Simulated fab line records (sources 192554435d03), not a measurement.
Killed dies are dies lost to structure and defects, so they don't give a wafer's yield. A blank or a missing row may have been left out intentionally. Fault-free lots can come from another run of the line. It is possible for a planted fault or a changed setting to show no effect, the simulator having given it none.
Split-lot trial / flow n5Finfet / route with 1938 steps; 7 lots, 21 wafers read

## ON THE SPLIT
At N5_BEOL_M0_SAQP_COAT_72 (time 60 s, resist thk 15 nm), the setting spinRpm was moved away from the recipe's 1500 rpm on 9 of the 21 wafers read, by -10.5% to +9.6%. For the rest of the wafers, this setting stayed at what the recipe calls for.

## FROM THE SPLIT TO THE READING: what the file shows between them, 4 steps
- N5_BEOL_M0_SAQP_COAT_87: time 60 s, resist thk 5 nm
- N5_BEOL_M0_SAQP_COAT_34: resist thk 30 nm
- N5_BEOL_M0_SAQP_DESCUM_45: chemistry O2, time 7 s
- N5_BEOL_M0_SAQP_ETCH_88: etches underlayer in N2/H2, target depth 6.5 nm, time 5.2 s

## THE READING
etch.depthNm (the simulator's own value, which no gauge read), in nm, at N5_BEOL_M0_SAQP_ETCH_73 (etches SiARC in CF4, target depth 19.5 nm, time 32.5 s). No usual value for it is given in the file. Across the 12 wafers here that went through the recipe, the average is 14.98 nm and the standard deviation 0.046 nm.

wafer=L074.2; tool, chamber at the split=lithoTrack-05, 0; spinRpm as run, rpm=1500; against the recipe=recipe; etch.depthNm, nm=15.04; against lot-mates on the recipe=-
wafer=L074.4; tool, chamber at the split=lithoTrack-05, 0; spinRpm as run, rpm=1500; against the recipe=recipe; etch.depthNm, nm=15.02; against lot-mates on the recipe=-
wafer=L074.6; tool, chamber at the split=lithoTrack-05, 0; spinRpm as run, rpm=1500; against the recipe=recipe; etch.depthNm, nm=14.99; against lot-mates on the recipe=-
wafer=L077.3; tool, chamber at the split=lithoTrack-04, 0; spinRpm as run, rpm=1342; against the recipe=-10.5%; etch.depthNm, nm=15.88; against lot-mates on the recipe=+0.91
wafer=L077.4; tool, chamber at the split=lithoTrack-04, 0; spinRpm as run, rpm=1500; against the recipe=recipe; etch.depthNm, nm=14.97; against lot-mates on the recipe=-
wafer=L077.6; tool, chamber at the split=lithoTrack-04, 0; spinRpm as run, rpm=1342; against the recipe=-10.5%; etch.depthNm, nm=15.85; against lot-mates on the recipe=+0.88
wafer=L078.3; tool, chamber at the split=lithoTrack-01, 0; spinRpm as run, rpm=1500; against the recipe=recipe; etch.depthNm, nm=14.9; against lot-mates on the recipe=-
wafer=L078.5; tool, chamber at the split=lithoTrack-01, 0; spinRpm as run, rpm=1560; against the recipe=+4.0%; etch.depthNm, nm=14.63; against lot-mates on the recipe=-0.29
wafer=L078.6; tool, chamber at the split=lithoTrack-01, 0; spinRpm as run, rpm=1500; against the recipe=recipe; etch.depthNm, nm=14.95; against lot-mates on the recipe=-
wafer=L079.2; tool, chamber at the split=lithoTrack-01, 0; spinRpm as run, rpm=1500; against the recipe=recipe; etch.depthNm, nm=14.92; against lot-mates on the recipe=-
wafer=L079.5; tool, chamber at the split=lithoTrack-01, 0; spinRpm as run, rpm=1644; against the recipe=+9.6%; etch.depthNm, nm=14.24; against lot-mates on the recipe=-0.68
wafer=L079.6; tool, chamber at the split=lithoTrack-01, 0; spinRpm as run, rpm=1644; against the recipe=+9.6%; etch.depthNm, nm=14.25; against lot-mates on the recipe=-0.67
wafer=L082.2; tool, chamber at the split=lithoTrack-01, 0; spinRpm as run, rpm=1500; against the recipe=recipe; etch.depthNm, nm=15.01; against lot-mates on the recipe=-
wafer=L082.4; tool, chamber at the split=lithoTrack-01, 0; spinRpm as run, rpm=1500; against the recipe=recipe; etch.depthNm, nm=14.98; against lot-mates on the recipe=-
wafer=L082.6; tool, chamber at the split=lithoTrack-01, 0; spinRpm as run, rpm=1500; against the recipe=recipe; etch.depthNm, nm=14.99; against lot-mates on the recipe=-
wafer=L094.3; tool, chamber at the split=lithoTrack-01, 0; spinRpm as run, rpm=1611; against the recipe=+7.4%; etch.depthNm, nm=14.46; against lot-mates on the recipe=-0.48
wafer=L094.4; tool, chamber at the split=lithoTrack-01, 0; spinRpm as run, rpm=1611; against the recipe=+7.4%; etch.depthNm, nm=14.46; against lot-mates on the recipe=-0.48
wafer=L094.6; tool, chamber at the split=lithoTrack-01, 0; spinRpm as run, rpm=1500; against the recipe=recipe; etch.depthNm, nm=14.94; against lot-mates on the recipe=-
wafer=L096.1; tool, chamber at the split=lithoTrack-05, 0; spinRpm as run, rpm=1352; against the recipe=-9.9%; etch.depthNm, nm=15.83; against lot-mates on the recipe=+0.77
wafer=L096.2; tool, chamber at the split=lithoTrack-05, 0; spinRpm as run, rpm=1500; against the recipe=recipe; etch.depthNm, nm=15.06; against lot-mates on the recipe=-
wafer=L096.6; tool, chamber at the split=lithoTrack-05, 0; spinRpm as run, rpm=1352; against the recipe=-9.9%; etch.depthNm, nm=15.86; against lot-mates on the recipe=+0.80

FIT RESULTS
A straight line over all 21 wafers: etch.depthNm changes by -0.081 nm for each +1% of spinRpm; r = -1.00; the points scatter about the line by 0.049 nm.
The same after taking each lot's own level away (the mean of its wafers on the recipe; 21 wafers): -0.0764 nm for each +1%; r = -1.00; scatter 0.04 nm.
That fit puts the effect of the largest move of spinRpm on the reading at 0.8 nm.
Across the lots, their own levels run from 14.920 to 15.060 nm, a range of 3.0 times the standard deviation given above.
Hence the lot-to-lot level has little effect on the slope; both slopes agree.
Check: +0.811 nm against its lot-mates is what the line predicts for one of the wafers moved furthest among these (-10.5%) when that wafer is left out of the fit. It came out at +0.91 nm against them.

## OTHER SPLITS ON THESE WAFERS
These wafers also went through other splits before the reading. Each is held against what the fit with the lots' levels taken away leaves over:
other split on the same wafers=N5_SD_EPI_P_ETCH_16 targetDepthA; wafers away from the commonest value=6; r with etch.depthNm (lot level and that fit taken away)=-0.03
other split on the same wafers=N5_SDB_ALD_29 aldCycles; wafers away from the commonest value=5; r with etch.depthNm (lot level and that fit taken away)=+0.11
other split on the same wafers=N5_GATE_CUT_ETCH_58 biasW; wafers away from the commonest value=7; r with etch.depthNm (lot level and that fit taken away)=-0.38
other split on the same wafers=N5_MOL_CONTACT_COAG_ETCH_105 biasW; wafers away from the commonest value=8; r with etch.depthNm (lot level and that fit taken away)=-0.37
other split on the same wafers=N5_BEOL_M0_SAQP_COAT_08 spinRpm; wafers away from the commonest value=8; r with etch.depthNm (lot level and that fit taken away)=+0.39
other split on the same wafers=N5_BEOL_M0_SAQP_SPACER2_ALD_26 targetThkA; wafers away from the commonest value=6; r with etch.depthNm (lot level and that fit taken away)=+0.19

## THE WHOLE CHAIN: every reading that the file lists as answering this split, in the file's order
step=N5_BEOL_M0_SAQP_COAT_72; what it does=time 60 s, resist thk 15 nm; reading=SiARC_of_BEOL_M0_SAQP_COAT_72.thkNm (the simulator's own value, which no gauge read); change (the file's fit)=-0.0809 nm for each +1% of the setting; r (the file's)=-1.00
step=N5_BEOL_M0_SAQP_ETCH_73; what it does=etches SiARC in CF4, target depth 19.5 nm, time 32.5 s; reading=etch.depthNm (the simulator's own value, which no gauge read); change (the file's fit)=-0.0766 nm for each +1% of the setting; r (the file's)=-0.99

## FILE'S OWN FIT
etch.depthNm changes by -0.0766 nm for each +1% of spinRpm, r = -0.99.
